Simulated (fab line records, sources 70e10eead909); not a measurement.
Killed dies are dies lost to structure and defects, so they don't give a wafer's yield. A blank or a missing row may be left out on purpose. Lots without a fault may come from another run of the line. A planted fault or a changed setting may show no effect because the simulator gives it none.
Chamber matching | flow nand_harc | NHARC_A_DECK1_JOINT_CMP_13 on cmp-02: 4 sister chambers
The step polishes, target thk 51.023 nm. 18 wafers are shown with their chamber, then 9 later ones without.

WAFERS WITH THEIR CHAMBER
wafer  | chamber | motor_current_A (A) | time_to_endpoint_s (s) | slurry_flow_ml_min
L075.1 | 1       | 11.5                | 7.5                    | 150.0
L075.4 | 0       | 10.9                | 9.0                    | 150.8
L075.5 | 1       | 11.1                | 9.8                    | 150.1
L078.1 | 2       | 13.3                | 5.5                    | 150.8
L078.2 | 1       | 11.0                | 8.0                    | 150.1
L078.6 | 1       | 12.0                | 7.0                    | 150.4
L082.3 | 2       | 13.1                | 11.4                   | 149.0
L082.4 | 1       | 12.0                | 10.0                   | 149.7
L082.5 | 3       | 10.0                | 6.9                    | 150.1
L084.1 | 1       | 11.9                | 7.7                    | 150.5
L084.4 | 2       | 11.9                | 8.1                    | 149.3
L084.5 | 0       | 10.5                | 5.0                    | 149.8
L085.2 | 1       | 11.9                | 7.5                    | 150.0
L085.3 | 2       | 12.4                | 11.1                   | 150.6
L085.6 | 0       | 11.1                | 11.0                   | 150.1
L087.1 | 3       | 11.0                | 6.2                    | 149.9
L087.2 | 0       | 11.7                | 8.6                    | 150.3
L087.3 | 2       | 13.0                | 8.0                    | 149.4

SIGNATURES (means of the wafers above)
reading            | chamber 0 | chamber 1 | chamber 2 | chamber 3 | scatter within a chamber
motor_current_A    | 11.050    | 11.629    | 12.740    | 10.500    | 0.514
time_to_endpoint_s | 8.400     | 8.214     | 8.820     | 6.550     | 1.92
slurry_flow_ml_min | 150.250   | 150.114   | 149.820   | 150.000   | 0.512
Rule: a wafer's distance from a chamber is the root of the sum, over the readings, of the square of ((its reading less the chamber's mean) divided by the reading's scatter). The wafer belongs to the nearest chamber; if the next one is less than 2 further off, it can't be placed. The scatter: the root of (the sum of the squares of (reading less its chamber's mean) over the shown wafers, divided by (wafers less chambers)).

WAFERS WITHOUT THEIR CHAMBER
wafer  | motor_current_A (A) | time_to_endpoint_s (s) | slurry_flow_ml_min
L094.1 | 9.9                 | 5.9                    | 150.0
L094.2 | 11.3                | 10.4                   | 150.2
L094.3 | 11.8                | 7.4                    | 149.9
L096.1 | 13.3                | 8.9                    | 150.0
L096.4 | 11.4                | 11.8                   | 149.9
L096.6 | 11.5                | 12.2                   | 149.9
L097.1 | 12.5                | 7.8                    | 150.0
L097.3 | 10.4                | 8.6                    | 149.7
L097.5 | 9.9                 | 6.6                    | 149.2

WHICH CHAMBER EACH WENT THROUGH
wafer  | from the rows above               | in truth
L094.1 | can't be placed: 3 or 0           | 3
L094.2 | can't be placed: 0 or 1 or 3 or 2 | 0
L094.3 | can't be placed: 1 or 0 or 2 or 3 | 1
L096.1 | 2                                 | 2
L096.4 | can't be placed: 1 or 0 or 2 or 3 | 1
L096.6 | can't be placed: 1 or 0 or 2 or 3 | 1
L097.1 | can't be placed: 2 or 1           | 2
L097.3 | can't be placed: 3 or 0 or 1      | 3
L097.5 | can't be placed: 3 or 0 or 1      | 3
Placed correctly: 1 of 9. Can't be placed from these rows: 8 (the true chamber is among the candidates in 8). Placed wrongly: 0.
